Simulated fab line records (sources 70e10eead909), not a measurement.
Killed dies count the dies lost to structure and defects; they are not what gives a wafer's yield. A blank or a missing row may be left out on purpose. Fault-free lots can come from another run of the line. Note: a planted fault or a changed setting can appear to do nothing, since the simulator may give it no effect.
fab line records	flow nand_harc
record: lots: 12	wafers: 36	last_day: 28
route steps=1159 shown P_M2@341 P_BONDPAD@369
lots that met no fault: from a run of the same line without faults
start_h: the number of hours between the record's first day and the start of the first shown wafer of the lot	wait_h: hours elapsed since this lot's preceding step	" as in the row above	L1.1+2: one row covering several wafers at once	- no value, or no start given	* or withheld: withheld	< > ~ a bound
route shown NAME@n: a module of which the file shows steps, and the number in the route of the first	usual: mean/standard deviation taken from wafers without a fault	same: alike in all rows	chamber/n: place in a boat	sites: per-site readings	_std_site: standard deviation of those values	_edge_site: inner sites' mean taken away from outer sites' mean	radius_mm: for every site, how far away it sits from the centre of the wafer	mask NAME#n: copy n	behind: the last tool/chamber to shape the wafer	hold: why the lot went on hold/how many hours it stayed there/how the hold came to an end	device: whichever transistor did not switch (one of n, p or np)	end of line: the route-end tests of the same wafers	a step with no rows: only its recipe	killed: dies that structure and defects cost at the first sort, which is not the same as the wafer's yield	map: per-die view of a wafer (x killed, . not killed, _ where there is no die)
set.NAME: the setting as run; set.NAME@STEP: as run at that earlier step	model.NAME: the simulator's own value behind a step, which no gauge read
a sample of lots followed through the steps of the route, with each step as a table and each wafer as a row
services: from which hour (start_h, from the record's first day; less than 0 if before it) a tool's chamber was out of use, for how many hours, and why
== steps ==
step: NHARC_P_M2_PVD_21
recipe: target_thk_a: 300	chamber_pressure_pa: 5	power_w: 5000	substrate_temp_c: 30	time_s: 20.49	material: Cu
usual: chamber_pressure_pa: 4.999/0.01	throttle_valve_pct: 30.0/0.96
lot.wafer	tool	chamber	start_h	wait_h	chamber_pressure_pa	throttle_valve_pct
L157.2	pvd_sputter-02	-	-	-	5.002	30.0
L157.1	"	-	"	"	4.982	29.8
L157.5	"	-	"	"	4.990	29.7
L159.1	pvd_sputter-03	-	-	-	4.992	27.6
L159.4	"	-	"	"	4.996	28.8
L159.6	"	-	"	"	5.008	31.4
L158.2	pvd_sputter-03	-	-	-	5.006	31.1
L158.1	"	-	"	"	5.004	27.7
L158.6	"	-	"	"	4.997	31.1
L156.1	pvd_sputter-01	-	-	-	4.998	31.0
L156.6	"	-	"	"	4.984	30.8
L156.5	"	-	"	"	4.994	30.5
L160.1	pvd_sputter-02	-	-	-	5.002	30.1
L160.3	"	-	"	"	5.009	29.6
L160.6	"	-	"	"	5.005	29.8
L163.2	pvd_sputter-01	-	-	-	4.995	30.6
L163.3	"	-	"	"	5.006	31.1
L163.6	"	-	"	"	4.984	30.7
L162.4	pvd_sputter-03	-	-	-	5.013	31.3
L162.6	"	-	"	"	5.013	28.8
L162.5	"	-	"	"	4.995	29.4
L161.4	pvd_sputter-02	-	-	-	4.993	29.6
L161.5	"	-	"	"	4.992	29.9
L161.6	"	-	"	"	5.000	29.8
L164.1	pvd_sputter-01	-	-	-	5.012	30.4
L164.2	"	-	"	"	5.013	30.6
L164.5	"	-	"	"	4.994	30.9
L170.4	pvd_sputter-03	-	-	-	4.999	30.9
L170.1	"	-	"	"	4.988	27.8
L170.2	"	-	"	"	4.994	28.4
L172.2	pvd_sputter-01	-	-	-	4.987	30.3
L172.1	"	-	"	"	4.990	30.7
L172.6	"	-	"	"	4.978	30.8
L179.2	pvd_sputter-02	-	-	-	4.992	29.9
L179.1	"	-	"	"	5.010	29.0
L179.6	"	-	"	"	4.995	30.1
step: NHARC_P_BONDPAD_ETCH_12
recipe: target_depth_a: 2000	time_s: 100	chf3_flow_sccm: 50	o2_flow_sccm: 10	ar_flow_sccm: 200	rf_w: 500	bias_w: 200	chemistry: CHF3/O2
usual: drypump_motor_current_A: 5.9/0.32	oes_product_au: 0.940/0.022	rf_vpp_V: 370.9/2.2	run_length_s: 121.2/0.43	showerhead_plenum_p_Torr: 2.42/0.097	throttle_valve_pct: 20.573/0.0096
lot.wafer	tool	chamber	start_h	wait_h	drypump_motor_current_A	oes_product_au	rf_hours_counter_h	rf_vpp_V	run_length_s	showerhead_plenum_p_Torr	throttle_valve_pct
L157.1	rie_diel-11	2	189.44	-	5.9	0.955	46	368.4	120.3	2.27	20.576
L157.2	"	1	"	"	5.8	0.967	47	371.9	120.7	2.49	20.561
L157.5	"	2	"	"	5.9	0.951	-	367.8	120.9	2.27	20.591
L159.1	rie_diel-05	1	189.81	-	6.1	0.975	3	370.1	121.7	2.37	20.560
L159.4	"	3	"	"	5.5	0.965	4	369.8	121.1	2.32	20.585
L159.6	"	1	"	"	6.1	0.965	-	370.9	121.6	2.37	20.571
L158.2	rie_diel-05	0	190.66	-	5.3	0.947	3	371.5	121.4	2.43	20.576
L158.1	"	2	"	"	6.4	0.970	3	371.4	121.4	2.51	20.573
L158.6	"	3	"	"	5.5	0.951	-	368.9	120.9	2.32	20.577
L156.1	rie_diel-05	0	192.34	-	5.3	0.943	4	371.1	122.0	2.43	20.573
L156.5	"	2	"	"	6.5	0.950	-	374.2	121.6	2.51	20.579
L156.6	"	3	"	"	5.5	0.954	-	369.0	121.0	2.32	20.552
L160.1	rie_diel-01	0	193.28	-	6.0	0.943	7	371.7	120.9	2.45	20.580
L160.3	"	1	"	"	6.4	0.954	5	368.3	121.6	2.31	20.577
L160.6	"	2	"	"	6.0	0.931	-	372.2	121.4	2.55	20.573
L163.3	rie_diel-01	0	201.99	-	6.0	0.934	8	371.9	121.0	2.45	20.561
L163.2	"	2	"	"	6.0	0.936	7	374.5	121.1	2.55	20.555
L163.6	"	1	"	"	6.4	0.905	-	369.2	121.3	2.31	20.571
L162.4	rie_diel-01	0	203.84	-	6.0	0.934	8	373.0	121.0	2.45	20.565
L162.5	"	0	"	"	6.0	0.934	-	370.5	120.9	2.45	20.585
L162.6	"	1	"	"	6.4	0.913	-	368.3	121.2	2.31	20.581
L161.4	rie_diel-11	0	206.44	-	6.1	0.970	3	374.8	121.6	2.60	20.568
L161.6	"	1	"	"	5.8	0.976	-	373.2	121.0	2.49	20.581
L161.5	"	2	"	"	5.9	0.967	-	367.1	120.4	2.26	20.581
L164.2	rie_diel-01	2	208.86	-	6.0	0.919	8	373.7	121.4	2.55	20.576
L164.1	"	3	"	"	5.7	0.914	9	370.7	121.4	2.39	20.580
L164.5	"	0	"	"	6.0	0.917	-	371.6	120.8	2.45	20.567
L170.4	rie_diel-01	0	223.90	-	6.0	0.931	10	370.7	120.9	2.45	20.582
L170.2	"	2	"	"	6.0	0.909	9	373.8	111.3	2.55	20.573
L170.1	"	3	"	"	5.7	0.922	11	370.0	121.5	2.39	20.578
L172.2	rie_diel-01	3	227.67	-	5.7	0.923	11	368.0	111.6	2.39	20.555
L172.1	"	2	"	"	6.0	0.927	10	372.4	120.8	2.55	20.560
L172.6	"	0	"	"	6.0	0.922	-	371.1	111.2	2.45	20.575
L179.2	rie_diel-11	3	260.56	-	5.3	0.972	10	371.5	121.7	2.46	20.568
L179.1	"	2	"	"	5.9	0.942	9	367.0	120.2	2.26	20.572
L179.6	"	0	"	"	6.0	0.986	-	374.5	121.6	2.59	20.563
step: NHARC_P_BONDPAD_ETCH_24
recipe: target_depth_a: 300	over_etch_frac: 0.3	time_s: 72.99	ion_energy_ev: 150	cf4_flow_sccm: 50	n2_flow_sccm: 100	ar_flow_sccm: 150	rf_w: 300	bias_w: 100	chemistry: CF4/N2
usual: drypump_motor_current_A: 5.9/0.34	oes_product_au: 0.996/0.011	rf_vpp_V: 314.7/2.1	run_length_s: 94.2/0.43	showerhead_plenum_p_Torr: 2.66/0.11	throttle_valve_pct: 19.795/0.009
lot.wafer	tool	chamber	start_h	wait_h	drypump_motor_current_A	oes_product_au	rf_hours_counter_h	rf_vpp_V	run_length_s	showerhead_plenum_p_Torr	throttle_valve_pct
L157.2	rie_diel-01	0	-	-	6.0	1.016	6	316.1	93.8	2.68	19.786
L157.1	"	2	"	"	6.0	1.020	5	316.2	94.0	2.78	19.806
L157.5	"	3	"	"	5.7	0.998	-	314.3	94.4	2.61	19.795
L159.4	rie_diel-05	3	-	-	5.5	0.993	4	312.6	93.9	2.54	19.815
L159.1	"	0	"	"	5.3	0.981	3	315.0	94.3	2.65	19.799
L159.6	"	2	"	"	6.5	0.993	-	317.4	94.7	2.75	19.796
L158.1	rie_diel-05	1	-	-	6.1	1.007	3	313.1	94.7	2.59	19.796
L158.2	"	3	"	"	5.5	1.004	4	312.5	94.0	2.54	19.801
L158.6	"	1	"	"	6.1	1.006	-	312.3	94.5	2.59	19.800
L156.1	rie_diel-05	2	-	-	6.4	0.984	4	315.1	94.1	2.74	19.807
L156.6	"	2	"	"	6.4	1.004	-	316.5	94.0	2.75	19.791
L156.5	"	3	"	"	5.5	1.002	-	313.0	94.1	2.54	19.789
L160.1	rie_diel-05	0	-	-	5.3	0.996	4	314.1	94.5	2.65	19.797
L160.3	"	2	"	"	6.4	0.985	4	316.3	94.2	2.75	19.803
L160.6	"	3	"	"	5.5	0.995	-	312.6	94.1	2.54	19.793
L163.2	rie_diel-01	3	-	-	5.7	0.991	8	314.6	94.7	2.61	19.779
L163.3	"	1	"	"	6.4	0.976	6	312.4	94.5	2.53	19.801
L163.6	"	3	"	"	5.8	0.983	-	314.1	94.2	2.61	19.800
L162.4	rie_diel-01	3	-	-	5.7	1.000	8	313.5	94.1	2.61	19.802
L162.5	"	3	"	"	5.7	1.000	-	314.5	94.1	2.61	19.781
L162.6	"	0	"	"	6.0	1.006	-	314.9	94.0	2.68	19.797
L161.4	rie_diel-11	3	-	-	5.3	0.989	3	315.0	95.0	2.69	19.787
L161.5	"	0	"	"	6.0	1.006	-	317.8	94.2	2.84	19.779
L161.6	"	1	"	"	5.9	1.004	-	316.2	94.1	2.72	19.780
L164.2	rie_diel-11	3	-	-	5.3	0.991	3	315.4	94.7	2.69	19.790
L164.1	"	0	"	"	6.0	1.002	3	318.3	94.2	2.84	19.793
L164.5	"	1	"	"	5.8	0.994	-	313.7	93.7	2.72	19.791
L170.1	rie_diel-11	3	224.29	0.2	5.3	0.990	6	312.8	94.7	2.69	19.787
L170.2	"	2	"	"	5.8	0.971	6	309.5	93.2	2.48	19.807
L170.4	"	0	"	"	6.0	1.006	-	317.3	94.2	2.83	19.803
L172.1	rie_diel-11	0	-	-	6.1	1.000	6	318.7	94.5	2.83	19.790
L172.2	"	1	"	"	5.8	0.996	0	316.0	93.7	2.72	19.801
L172.6	"	0	"	"	6.0	1.005	-	318.5	94.2	2.83	19.801
L179.1	rie_diel-11	1	-	-	5.8	1.003	3	316.4	93.7	2.72	19.789
L179.2	"	2	"	"	5.9	0.996	9	311.3	93.2	2.48	19.797
L179.6	"	1	"	"	5.9	0.997	-	317.6	94.1	2.72	19.789
step: NHARC_P_BONDPAD_PVD_17
recipe: target_thk_a: 50	bias_v: 168.6	power_w: 15000	chamber_pressure_pa: 0.12	time_s: 8.06	substrate_temp_c: 50	material: TaN
usual: bias_v: 168.5/1.7	chamber_pressure_pa: 0.11998/0.00021	throttle_valve_pct: 29.8/1
lot.wafer	tool	chamber	start_h	wait_h	bias_v	chamber_pressure_pa	throttle_valve_pct
L157.2	pvd_sputter-02	-	-	-	167.9	0.11971	29.9
L157.1	"	-	"	"	169.4	0.12001	29.8
L157.5	"	-	"	"	166.8	0.12004	29.5
L159.4	pvd_sputter-03	-	-	-	170.0	0.12012	27.6
L159.1	"	-	"	"	171.0	0.11988	29.4
L159.6	"	-	"	"	168.8	0.12036	27.5
L158.2	pvd_sputter-03	-	-	-	170.2	0.12014	31.1
L158.1	"	-	"	"	169.4	0.11941	27.6
L158.6	"	-	"	"	168.6	0.11991	31.2
L156.1	pvd_sputter-02	-	-	-	169.3	0.11981	29.6
L156.6	"	-	"	"	168.4	0.11986	29.6
L156.5	"	-	"	"	170.6	0.11972	29.5
L160.1	pvd_sputter-02	-	-	-	169.5	0.11988	29.6
L160.3	"	-	"	"	167.4	0.11981	29.8
L160.6	"	-	"	"	168.5	0.11984	29.6
L163.3	pvd_sputter-01	-	-	-	169.4	0.11974	30.5
L163.2	"	-	"	"	167.0	0.12	30.6
L163.6	"	-	"	"	167.2	0.11979	30.8
L162.4	pvd_sputter-03	-	-	-	166.7	0.12013	27.4
L162.6	"	-	"	"	168.2	0.11987	31.2
L162.5	"	-	"	"	169.1	0.1201	27.7
L161.4	pvd_sputter-03	-	-	-	167.5	0.12025	29.1
L161.5	"	-	"	"	169.1	0.11995	29.5
L161.6	"	-	"	"	169.2	0.11966	31.4
L164.1	pvd_sputter-03	-	-	-	170.0	0.12012	28.6
L164.2	"	-	"	"	168.2	0.12014	31.1
L164.5	"	-	"	"	167.4	0.12	27.2
L170.4	pvd_sputter-03	-	-	-	170.1	0.12016	27.5
L170.1	"	-	"	"	168.3	0.12007	28.9
L170.2	"	-	"	"	170.9	0.12012	31.1
L172.1	pvd_sputter-01	-	-	-	168.3	0.12003	30.5
L172.2	"	-	"	"	172.6	0.11994	30.9
L172.6	"	-	"	"	171.4	0.11959	30.7
L179.1	pvd_sputter-02	-	-	-	167.2	0.11986	30.0
L179.2	"	-	"	"	166.8	0.12015	29.3
L179.6	"	-	"	"	169.9	0.12009	30.3
== services ==
tool	chamber	start_h	hours	kind
rie_diel-05	-	163.60	9.0	pm
rie_diel-01	2	166.91	5.6	repair
rie_diel-01	0	171.30	-	clean
rie_diel-01	1	171.30	-	clean
rie_diel-01	3	171.30	-	clean
rie_diel-01	1	173.41	8.6	repair
rie_diel-11	0	178.67	3.2	repair
pvd_sputter-03	-	179.13	6.0	repair
rie_diel-11	-	189.51	9.0	pm
pvd_sputter-01	-	193.37	2.8	repair
rie_diel-01	0	195.80	-	clean
rie_diel-01	1	195.80	-	clean
rie_diel-01	2	195.80	-	clean
rie_diel-01	3	195.80	-	clean
rie_diel-05	0	209.18	6.5	repair
rie_diel-11	1	212.34	12.9	repair
pvd_sputter-02	-	214.07	10.0	pm
rie_diel-01	2	215.67	2.9	repair
rie_diel-01	0	220.30	-	clean
rie_diel-01	1	241.90	7.6	repair
rie_diel-11	1	247.87	8.7	repair
pvd_sputter-03	-	249.65	10.3	repair
rie_diel-01	3	254.73	4.3	repair
rie_diel-01	0	256.57	8.6	repair
== key ==
first_sign: step: NHARC_P_BONDPAD_ETCH_12	reading: run_length_s	direction: down	sigmas: 23	usual: *	struck: *
effect none on later readings
met_at NHARC_P_BONDPAD_ETCH_12
struck_lots L170,L172
struck_wafers L170.2,L172.2,L172.6
later_rows_left_out L170.2,L172.2,L172.6
sort_left_out L170.2,L172.2,L172.6
not_acting_at NHARC_P_M2_PVD_21,NHARC_P_BONDPAD_ETCH_24,NHARC_P_BONDPAD_PVD_17
onset_between 208.86 223.90
fault: kind: process_parameter_drift	tool: rie_diel-01	chamber: -	onset_h: 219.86	steps: NHARC_P_BONDPAD_ETCH_12	channel: time_s	offset: *	shape: step	end_h: 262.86	scope: struck_wafers_only	acts_in: *	stated: *
sort_left_out: the simulated sort isn't trusted on such a fault, so these wafers' sort isn't shown, and their yield isn't known
later_rows_left_out: the simulator's readings of these wafers behind a module that went badly wrong aren't trusted and aren't shown, but for the sort
